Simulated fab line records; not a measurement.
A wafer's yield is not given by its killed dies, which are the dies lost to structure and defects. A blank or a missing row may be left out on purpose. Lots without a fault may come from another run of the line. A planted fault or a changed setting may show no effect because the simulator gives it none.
Comparing a struck lot with a sound one / flow n5_finfet / 37 out of 1938 route steps
Sound: wafers L364.3, L364.4, L364.6. The struck wafers were L374.1, L374.3, L374.5. At the end, the cause is stated.
Order at every step that has rows: each side's tool, ch and its chambers, its first start. Under that, the readings that differ: sound wafers / struck wafers / difference of the means / sigmas: that difference in standard deviations of wafers without a fault.
alike: readings whose means differ by less than 2 such deviations, and words and numbers that are the same on both sides. not compared: withheld readings, readings that some wafer has no value for, bounds like >300 that may hide the same value, and numbers for which the record gives no deviation and whose values overlap.
A row with sigmas, a row that says differs or no value, or rows on one side alone: a step with any of these is where the two part. Non-overlapping numbers with no deviation appear without sigmas and do not part them. A reading that every wafer of one side lacks parts them only if that side has two wafers or more.

first, 9 steps without rows for these wafers: N5_WELL_APT_COAT_02 (resist thk 950 nm); N5_WELL_APT_EBR_04; N5_WELL_APT_SOFTBAKE_03 (time 60 s); N5_WELL_APT_EXPOSE_05 (exposes mask NWELL, defocus 0 nm, target cd 200 nm); N5_WELL_APT_PEB_06 (peb time 90 s); N5_WELL_APT_DEVELOP_07 (develop time 45 s); N5_WELL_APT_HARDBAKE_12 (time 120 s); N5_WELL_APT_DESCUM_13 (chemistry O2, time 7.9 s); N5_WELL_APT_IMPLANT_14.
N5_WELL_APT_IMPLANT_15:
  sound on implanter-02 ch 0, day 2 08:22; struck on implanter-02 ch 0, day 4 20:03
reading=beam_energy_keV; sound=25.012 25.014 25.005; struck=37.892 37.893 37.887; difference=+12.880; sigmas=+99 or more
reading=model.implant.rp_nm (nm); sound=18.57 18.57 18.57; struck=25.82 25.82 25.82; difference=+7.25; sigmas=
reading=model.implant.drp_nm (nm); sound=8.457 8.457 8.457; struck=11.48 11.48 11.48; difference=+3.02; sigmas=
then, 25 steps without rows for these wafers: N5_WELL_APT_STRIP_16 (strips in SPM, time 900 s); N5_WELL_APT_HMDS_18 (time 60 s); N5_WELL_APT_COAT_19 (resist thk 950 nm); N5_WELL_APT_EBR_21; N5_WELL_APT_SOFTBAKE_20 (time 60 s); N5_WELL_APT_EXPOSE_22 (exposes mask PWELL, defocus 0 nm, target cd 200 nm); N5_WELL_APT_PEB_23 (peb time 90 s); N5_WELL_APT_DEVELOP_24 (develop time 45 s); N5_WELL_APT_HARDBAKE_29 (time 120 s); N5_WELL_APT_DESCUM_30 (chemistry O2, time 7.9 s); N5_WELL_APT_IMPLANT_31; N5_WELL_APT_IMPLANT_32; N5_WELL_APT_STRIP_33 (strips in SPM, time 900 s); N5_WELL_APT_RTA_34 (time 10 s); N5_WELL_APT_OXIDE_STRIP_42 (strips SiO2 in dHF, time 45 s, target depth 12 nm); N5_WELL_APT_PRECLEAN_36 (cleans in O3/DIW, time 45 s); N5_WELL_APT_PRECLEAN_39 (cleans in dHF, time 60 s); N5_WELL_APT_SRD_37 (time 30 s); N5_WELL_APT_EPI_41 (deposits Si from SiH4/H2, target thk 50 nm, time 297.7 s); N5_PMOS_HMC_CHANNEL_EPI_HM_DEP_34 (deposits SiO2 from TEOS/O2, target thk 36 nm, time 6.9 s); N5_PMOS_HMC_CHANNEL_EPI_COAT_31 (time 60 s, resist thk 66 nm); N5_PMOS_HMC_CHANNEL_EPI_COAT_03 (resist thk 205 nm); N5_PMOS_HMC_CHANNEL_EPI_EBR_05; N5_PMOS_HMC_CHANNEL_EPI_SOFTBAKE_04 (time 60 s); N5_PMOS_HMC_CHANNEL_EPI_EXPOSE_06 (exposes mask PMOS HMC BLK, target cd 240 nm).
-- the record jumps here: 6 days lie between the struck wafers' starts before and after (it left off in module PMOS_HMC_CHANNEL_EPI and takes up again in module BEOL_M4, whose first step shown is number 1111 of the route) --
N5_BEOL_M4_RC_MEAS_101:
  sound on prober-01 ch 0, day 8 17:34; struck on prober-02 ch 0, day 11 05:36
reading=CJ_P; sound=5.5 5.8 5.7; struck=5.3 4.8 4.6; difference=-0.8; sigmas=-2
  alike: DIBL_N, DIBL_P, IOFF_N, IOFF_P, ION_N, ION_P, SS_N, SS_P, VT_N, VT_P
N5_PASSIVATION_PROBE_49:
  the record holds rows for the sound wafers here (prober-01, day 13 04:19) but none for the struck ones

## WHERE THEY PART
Last at N5_PASSIVATION_PROBE_49 as far as this record goes, first at N5_WELL_APT_IMPLANT_15.

WHY: whatever the simulator had introduced
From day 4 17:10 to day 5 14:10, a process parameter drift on implanter-02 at N5_WELL_APT_IMPLANT_15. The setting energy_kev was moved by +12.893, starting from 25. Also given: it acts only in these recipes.
